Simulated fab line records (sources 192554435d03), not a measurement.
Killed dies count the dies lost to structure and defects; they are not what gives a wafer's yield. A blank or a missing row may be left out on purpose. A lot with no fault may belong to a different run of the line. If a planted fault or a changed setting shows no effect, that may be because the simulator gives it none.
Split-lot experiment	flow n5_finfet	7 lots, 39 wafers read, on a route of 1938 steps

## ABOUT THE SPLIT
At N5_BEOL_M8_DESCUM_16 (chemistry O2, time 7.9 s), the setting time_s was moved away from the recipe's 7.9 s on 12 of the 39 wafers read, by -57.2% to +16.7%. All remaining wafers had this setting at the recipe value.

The split's own step is where the reading is taken.

## THE READING
CAR-ArF_of_BEOL_M8_COAT_05.thk_nm (the simulator's own value, which no gauge read), in nm, at N5_BEOL_M8_DESCUM_16 (chemistry O2, time 7.9 s). No usual value for it is given in the file. The 27 wafers here that ran the recipe average 83.6 nm, standard deviation 0.33 nm.

wafer	tool, chamber at the split	time_s as run, s	against the recipe	CAR-ArF_of_BEOL_M8_COAT_05.thk_nm, nm	against lot-mates on the recipe
L076.1	rie_diel-06, 0,3	7.9	recipe	83.4	-
L076.6	rie_diel-06, 0,3	7.9	recipe	83.4	-
L076.2	rie_diel-06, 3	7.9	recipe	83.2	-
L076.3	rie_diel-06, 1	7.9	recipe	83.8	-
L076.4	rie_diel-06, 2	7.9	recipe	83.6	-
L076.5	rie_diel-06, 2	7.9	recipe	83.6	-
L075.1	rie_diel-05, 0,3	7.9	recipe	83.6	-
L075.2	rie_diel-05, 0,3	7.9	recipe	83.6	-
L075.3	rie_diel-05, 1	9.223	+16.7%	82.8	-0.9
L075.4	rie_diel-05, 2,3	9.223	+16.7%	83	-0.7
L075.6	rie_diel-05, 2,3	9.223	+16.7%	83	-0.7
L075.5	rie_diel-05, 2	7.9	recipe	83.8	-
L080.1	rie_diel-05, 3,0,1	7.9	recipe	83.4	-
L080.4	rie_diel-05, 3,0,1	7.9	recipe	83.4	-
L080.6	rie_diel-05, 3,0,1	7.9	recipe	83.4	-
L080.2	rie_diel-05, 1	3.379	-57.2%	86.4	+3.0
L080.3	rie_diel-05, 0,3	3.379	-57.2%	86.2	+2.8
L080.5	rie_diel-05, 0,3	3.379	-57.2%	86.2	+2.8
L078.3	rie_diel-01, 0	7.9	recipe	83.2	-
L078.4	rie_diel-01, 3,1	7.9	recipe	83.4	-
L078.6	rie_diel-01, 3,1	7.9	recipe	83.4	-
L089.1	rie_diel-06, 0	7.9	recipe	83.2	-
L089.2	rie_diel-06, 3	5.837	-26.1%	85.2	+1.8
L089.3	rie_diel-06, 2	7.9	recipe	83.6	-
L089.4	rie_diel-06, 1	5.837	-26.1%	84.8	+1.4
L089.5	rie_diel-06, 0	7.9	recipe	83.4	-
L089.6	rie_diel-06, 3	5.837	-26.1%	84.6	+1.2
L091.1	rie_diel-06, 1,3	7.9	recipe	84	-
L091.2	rie_diel-06, 1,3	7.9	recipe	84	-
L091.3	rie_diel-06, 2,0,0	7.9	recipe	84.2	-
L091.4	rie_diel-06, 2,0,0	7.9	recipe	84.2	-
L091.5	rie_diel-06, 2,0,0	7.9	recipe	84.2	-
L091.6	rie_diel-06, 3	7.9	recipe	83.8	-
L093.1	rie_diel-06, 2	7.9	recipe	83	-
L093.2	rie_diel-06, 1	5.959	-24.6%	84.2	+1.1
L093.3	rie_diel-06, 0	5.959	-24.6%	84.4	+1.3
L093.4	rie_diel-06, 2	5.959	-24.6%	84	+0.9
L093.5	rie_diel-06, 1,0	7.9	recipe	83.2	-
L093.6	rie_diel-06, 1,0	7.9	recipe	83.2	-
If several chambers appear in one row, that row covers several wafers at once and the file leaves open which wafer was in which chamber.

FIT RESULTS
A straight line over all 39 wafers: CAR-ArF_of_BEOL_M8_COAT_05.thk_nm changes by -0.0445 nm for each +1% of time_s; r = -0.93; the points scatter about the line by 0.33 nm.
The same after taking each lot's own level away (the mean of its wafers on the recipe; 39 wafers): -0.0495 nm for each +1%; r = -0.98; scatter 0.17 nm.
According to that fit, moving time_s by its largest amount changes the reading by 2.8 nm.
From 83.13 to 84.07 nm: that is the span of the lots' own levels, equal to 2.8 times the standard deviation above.
In other words, the slope is changed by the lot-to-lot level; the two fits disagree.
Check: for one of the wafers moved furthest among these (-57.2%), held out of the fit, the line's prediction against its lot-mates is +2.8 nm. Against them it came out at +3 nm.

## FILE'S OWN FIT
CAR-ArF_of_BEOL_M8_COAT_05.thk_nm changes by -0.0497 nm for each +1% of time_s, r = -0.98.
